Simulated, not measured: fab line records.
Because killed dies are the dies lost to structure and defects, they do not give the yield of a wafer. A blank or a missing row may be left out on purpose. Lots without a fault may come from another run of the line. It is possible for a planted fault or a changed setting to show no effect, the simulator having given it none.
Struck lot and sound lot, side by side / flow nand_harc / 15 steps out of a route of 1302
Sound: the wafers L990.1, L990.4, L990.6. Struck: wafers L103.1, L103.3, L103.6. Last of all comes the cause.
Order at every step that has rows: each side's tool, ch and its chambers, its first start. Under that, the readings that differ: sound wafers / struck wafers / difference of the means / sigmas: that difference in standard deviations of wafers without a fault.
alike: readings with means less than 2 such deviations apart, plus words and numbers identical on both sides. not compared: withheld readings, readings lacking a value on some wafer, bounds such as >300 that could conceal the same value, and numbers that have no deviation in the record and whose values overlap.
A row with sigmas, a row that says differs or no value, or rows on one side alone: a step with any of these is where the two part. Numbers that don't overlap but have no deviation are shown without sigmas and don't part them. A reading that every wafer of one side lacks parts them only if that side has two wafers or more.

first, 4 steps without rows for these wafers: NHARC_P_M1_EBR_05; NHARC_P_M1_EXPOSE_06 (exposes mask P M1, target cd 130 nm); NHARC_P_M1_PEB_07 (peb time 65 s); NHARC_P_M1_DEVELOP_08 (develop time 35 s).
NHARC_P_M1_CD_MEAS_09 targets a cd of 130 nm.
  sound on cd_sem-02 ch 0, day 7 05:04; struck on cd_sem-03 ch 0, day 12 08:32
reading=cd_nm (nm); sound=129.4 129.8 129.8; struck=128.4 128.7 128.1; difference=-1.3; sigmas=-2
NHARC_P_M1_OVL_MEAS_10: pitch 260 nm.
  sound on overlay-01 at day 7 05:10; struck on overlay-02 at day 12 08:37
  alike: overlay_x_nm, overlay_y_nm
NHARC_P_M1_INSPECT_11:
  sound on defect_inspect-02 at day 7 05:11; struck on defect_inspect-01 at day 12 08:39
  alike: raw_defect_count
NHARC_P_M1_DESCUM_14: chemistry O2, time 3 s.
  sound on rie_diel-04 ch 0,2,3, day 7 05:16; struck on rie_diel-07 ch 1,2,3, day 12 08:43
  alike: chamber_pressure_mTorr, drypump_motor_current_A, oes_product_au, rf_vpp_V, showerhead_plenum_p_Torr, throttle_valve_pct
  not compared: rf_hours_counter_h
NHARC_P_M1_ETCH_35: etches the open film in N2/H2, target depth 40 nm, overetch 12 nm, time 43.94 s.
  sound on rie_diel-04 ch 0,1,2, day 7 05:21; struck on rie_diel-07 ch 0,3, day 12 09:18
reading=h2_flow_sccm (sccm); sound=150.5 151.2 150.3; struck=149.2 150.7 149.4; difference=-0.9; sigmas=-2
  alike: chamber_pressure_mTorr, drypump_motor_current_A, oes_product_au, rf_vpp_V, run_length_s, showerhead_plenum_p_Torr, throttle_valve_pct
  not compared: rf_hours_counter_h
NHARC_P_M1_ETCH_15: etches the open film in C4F8/Ar, target depth 182.5 nm, time 91.2 s.
  sound: rie_diel-04 ch 1,3; struck: rie_diel-07 ch 1,3
reading=run_length_s (s); sound=111.6 111.9 111.6; struck=112.7 113.4 112.8; difference=+1.3; sigmas=+2
  alike: chamber_pressure_mTorr, oes_product_au, rf_vpp_V
  not compared: rf_hours_counter_h
NHARC_P_M1_CD_MEAS_16:
  sound on cd_sem-02 at day 7 05:34; struck on cd_sem-03 at day 12 09:31
  alike: cd_nm
NHARC_P_M1_STRIP_18: strips in N2/H2.
  sound on rie_diel-07 ch 0,2, day 7 05:40; struck on rie_diel-04 ch 1,2,3, day 12 09:39
reading=h2_flow_sccm (sccm); sound=150.4 150.6 150.4; struck=150.1 148.5 149.8; difference=-1.0; sigmas=-2
  alike: chamber_pressure_mTorr, drypump_motor_current_A, oes_product_au, rf_vpp_V, showerhead_plenum_p_Torr, throttle_valve_pct
  not compared: rf_hours_counter_h
NHARC_P_M1_ETCH_28: etches the open film in CF4/N2, target depth 30 nm, time 72.99 s.
  sound on rie_diel-07 ch 0,1,2, day 7 05:53; struck on rie_diel-04 ch 0,3, day 12 09:50
reading=run_length_s (s); sound=94.7 94.2 93.8; struck=75.6 74.2 74.6; difference=-19.4; sigmas=-36
  alike: chamber_pressure_mTorr, drypump_motor_current_A, oes_product_au, rf_vpp_V, showerhead_plenum_p_Torr, throttle_valve_pct
  not compared: rf_hours_counter_h
then, 1 step without rows for these wafers: NHARC_P_M1_STRIP_19 (strips in post etch residue remover, time 600 s).
-- record jumps: 18 days between struck wafers' starts before vs after; left off in module P_M1, resumes in module END, first step shown is number 1302 of the route --
NHARC_END_SORT_01:
  at this point the record logs the struck wafers (prober-02 ch 0, day 30 20:56) and has no rows for the sound ones

## WHERE THEY PART
At NHARC_P_M1_CD_MEAS_09 first; at NHARC_END_SORT_01 last (within this record only).

WHY: whatever the simulator had introduced
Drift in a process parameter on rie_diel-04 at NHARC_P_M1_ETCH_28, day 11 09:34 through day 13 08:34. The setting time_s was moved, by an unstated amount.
